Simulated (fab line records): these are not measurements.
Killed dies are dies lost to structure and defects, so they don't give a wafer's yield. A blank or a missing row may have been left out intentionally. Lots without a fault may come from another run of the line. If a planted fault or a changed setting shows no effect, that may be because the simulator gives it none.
A lot that was struck, set against a sound lot || flow nand_harc || 15 out of 1302 route steps
Sound: these wafers, L202.1, L202.4, L202.6. Struck: wafer L190.4 (left out: L190.1, L190.6 of the same lot, which were not struck); the cause appears at the end.
For every step that has rows: the tool of each side, followed by ch and its chambers, followed by its first start. Under that, the readings that differ: sound wafers || struck wafers || difference of the means || sigmas: that difference in standard deviations of wafers without a fault.
alike: readings whose means differ by less than 2 such deviations, and words and numbers that are the same on both sides. not compared: withheld readings, readings that some wafer has no value for, bounds like >300 that may hide the same value, and numbers for which the record gives no deviation and whose values overlap.
A row with sigmas, a row that says differs or no value, or rows on one side alone: a step with any of these is where the two part. Numbers that have no deviation but don't overlap get no sigmas and don't part them. Lack of a reading on every wafer of one side parts them only where that side has two or more wafers.

first, 3 steps without rows for these wafers: NHARC_A_CHANNEL_HOLE_D1_STRIP_41 (strips in N2/H2); NHARC_A_CHANNEL_HOLE_D1_STRIP_42 (strips in CF4/CHF3); NHARC_A_CHANNEL_HOLE_D1_STRIP_43 (strips in O2/COS).
NHARC_A_CHANNEL_HOLE_D1_ETCH_44: etches the open film in CF4/O2, target depth 140 nm, overetch 14 nm, time 77 s.
  sound on rie_diel-02 ch 1,2,3, day 16 02:16; struck on rie_diel-02 ch 3, day 11 00:40
{"reading": "o2_flow_sccm (sccm)", "sound": "19.89 20.02 19.98", "struck": 20.11, "difference": "+0.15", "sigmas": "+2"}
  alike: drypump_motor_current_A, oes_product_au, rf_vpp_V, showerhead_plenum_p_Torr, throttle_valve_pct
  not compared: rf_hours_counter_h
NHARC_A_CHANNEL_HOLE_D1_STRIP_27: strips in O2.
  sound: rie_diel-02 ch 0,3; struck: rie_diel-02 ch 3
  alike: drypump_motor_current_A, o2_flow_sccm, oes_product_au, rf_vpp_V, showerhead_plenum_p_Torr, throttle_valve_pct
  not compared: rf_hours_counter_h
then, 2 steps without rows for these wafers: NHARC_A_CHANNEL_HOLE_D1_PRECLEAN_28 (cleans in SC1); NHARC_A_CHANNEL_HOLE_D1_SRD_29.
NHARC_A_CHANNEL_HOLE_D1_CD_MEAS_30:
  sound: cd_sem-03 at day 16 03:02; struck: cd_sem-02 at day 11 01:28
  alike: cd_nm
NHARC_A_CHANNEL_HOLE_D1_XSEM_31:
  sound on xsem-01 ch 0, day 16 03:08; struck on xsem-01 ch 0, day 11 01:33
  alike: bot_cd_nm, bow_nm, tilt_deg
NHARC_A_CHANNEL_HOLE_D1_INSPECT_40:
  sound: defect_inspect-01 at day 16 03:14; struck: defect_inspect-01 at day 11 01:38
  alike: raw_defect_count
then, 2 steps without rows for these wafers: NHARC_A_CHANNEL_FILL_D1_PRECLEAN_00 (cleans in SC1); NHARC_A_CHANNEL_FILL_D1_SRD_01.
NHARC_A_CHANNEL_FILL_D1_ALD_02: deposits SiO2, target thk 6 nm, pulse time 10 s, ald cycles 60.
  sound on ald_hk-02 ch 0,1,3, day 16 03:30; struck on ald_hk-02 ch 1, day 11 04:10
{"reading": "ald_cycles", "sound": "60 60 60", "struck": 47, "difference": -13, "sigmas": ""}
  alike: heater_power_w, precursor_pulse_height_rel
NHARC_A_CHANNEL_FILL_D1_ALD_03: deposits SiNx, target thk 6 nm, pulse time 60 s, ald cycles 58.
  sound: ald_sin_batch-03 ch 0; struck: ald_sin_batch-01 ch 0
  alike: precursor_pulse_height_rel
  not compared: ald_cycles
following that, these wafers have no rows for 1 step: NHARC_END_SORT_01.

== WHERE THEY PART ==
Only at NHARC_A_CHANNEL_HOLE_D1_ETCH_44, within this record. Later steps at which nothing parts them and some readings are alike: NHARC_A_CHANNEL_HOLE_D1_STRIP_27, NHARC_A_CHANNEL_HOLE_D1_CD_MEAS_30, NHARC_A_CHANNEL_HOLE_D1_XSEM_31, NHARC_A_CHANNEL_HOLE_D1_INSPECT_40, NHARC_A_CHANNEL_FILL_D1_ALD_02, NHARC_A_CHANNEL_FILL_D1_ALD_03.

WHY: what the simulator had put in
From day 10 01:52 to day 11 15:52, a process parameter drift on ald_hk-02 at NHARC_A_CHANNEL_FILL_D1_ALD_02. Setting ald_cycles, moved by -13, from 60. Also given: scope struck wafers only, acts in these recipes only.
